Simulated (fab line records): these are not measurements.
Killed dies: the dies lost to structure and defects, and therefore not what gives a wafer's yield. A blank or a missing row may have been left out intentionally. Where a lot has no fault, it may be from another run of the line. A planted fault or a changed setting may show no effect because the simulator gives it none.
Comparing a struck lot with a sound one / flow nand-harc / 15 out of 1302 route steps
Sound: the wafers L377.1, L377.5, L377.6. Wafers struck: L381.2, L381.4, L381.6. Last of all comes the cause.
For every step that has rows: the tool of each side, followed by ch and its chambers, followed by its first start. Under that, the readings that differ: sound wafers / struck wafers / difference of the means / sigmas: that difference in standard deviations of wafers without a fault.
alike: a reading whose means differ by less than 2 such deviations, as well as words and numbers matching on both sides. not compared: withheld readings; readings where some wafer has no value; bounds like >300 that might hide an equal value; numbers whose values overlap and for which the record gives no deviation.
Wherever a step has rows on one side only, a row that says differs or no value, or a row with sigmas, the two part there. When numbers do not overlap yet have no deviation, they are printed without sigmas and do not part them. A reading that every wafer of one side lacks parts them only if that side has two wafers or more.

first, 9 steps without rows for these wafers: NHARC_P_GATE_STRIP_63 (strips in SPM, time 900 s); NHARC_P_GATE_DEHYDRATE_83 (time 120 s); NHARC_P_GATE_HMDS_84 (time 30 s); NHARC_P_GATE_COAT_85; NHARC_P_GATE_SOFTBAKE_86 (time 95 s); NHARC_P_GATE_EBR_87; NHARC_P_GATE_EXPOSE_88 (exposes mask P HVN, target cd 2000 nm); NHARC_P_GATE_PEB_89 (peb time 85 s); NHARC_P_GATE_DEVELOP_90 (time 70 s).
NHARC_P_GATE_CD_MEAS_91: the cd target is 2000 nm.
  sound on cd-sem-03 ch 0, day 7 16:19; struck on cd-sem-03 ch 0, day 9 05:38
  alike: cd-nm
then, 1 step without rows for these wafers: NHARC_P_GATE_HARDBAKE_92 (time 80 s).
NHARC_P_GATE_DESCUM_93: chemistry O2, time 3 s.
  sound on rie-diel-08 ch 1,2, day 7 16:30; struck on rie-diel-09 ch 1,2, day 9 05:49
  alike: drypump-motor-current-A, mfc-ar-sccm, oes-product-au, rf-vpp-V, showerhead-plenum-p-Torr, throttle-valve-pct
  not compared: rf-hours-counter-h
NHARC_P_GATE_IMPLANT_94:
  struck on implanter-02, day 9 05:58; sound on implanter-02 ch 0, day 7 16:38
  no value came back on the struck wafers for beam-energy-keV, beam-on-s (s); on the sound wafers beam-energy-keV reads 60.009 59.974 59.983
NHARC_P_GATE_STRIP_113: strips in N2/H2, time 740 s.
  sound on plasma-asher-02 ch 0,1, day 7 16:51; struck on plasma-asher-01 ch 0,1, day 9 06:19
  alike: drypump-motor-current-A, heater-power-w, rf-refl-power-W
  not compared: rf-hours-counter-h
-- jump in the record: it breaks off in module P_GATE and resumes in module END (first step shown: number 1302 of the route), and 19 days separate the struck wafers' starts before and after --
NHARC_END_SORT_01:
  sound on prober-01 ch 0, day 26 05:33; struck on prober-01 ch 0, day 28 06:53
reading=killed-at-periphery; sound=4 5 4; struck=609 615 613; difference=+608; sigmas=+99 or more
reading=killed-dies; sound=102 108 107; struck=677 677 677; difference=+571; sigmas=+20
reading=killed-short; sound=0 4 1; struck=4 5 5; difference=+3; sigmas=+2
  alike: killed-at-array, killed-at-other, killed-open

## WHERE THEY PART
First at NHARC_P_GATE_IMPLANT_94; last, within this record, at NHARC_END_SORT_01.

WHY: what had been put in by the simulator
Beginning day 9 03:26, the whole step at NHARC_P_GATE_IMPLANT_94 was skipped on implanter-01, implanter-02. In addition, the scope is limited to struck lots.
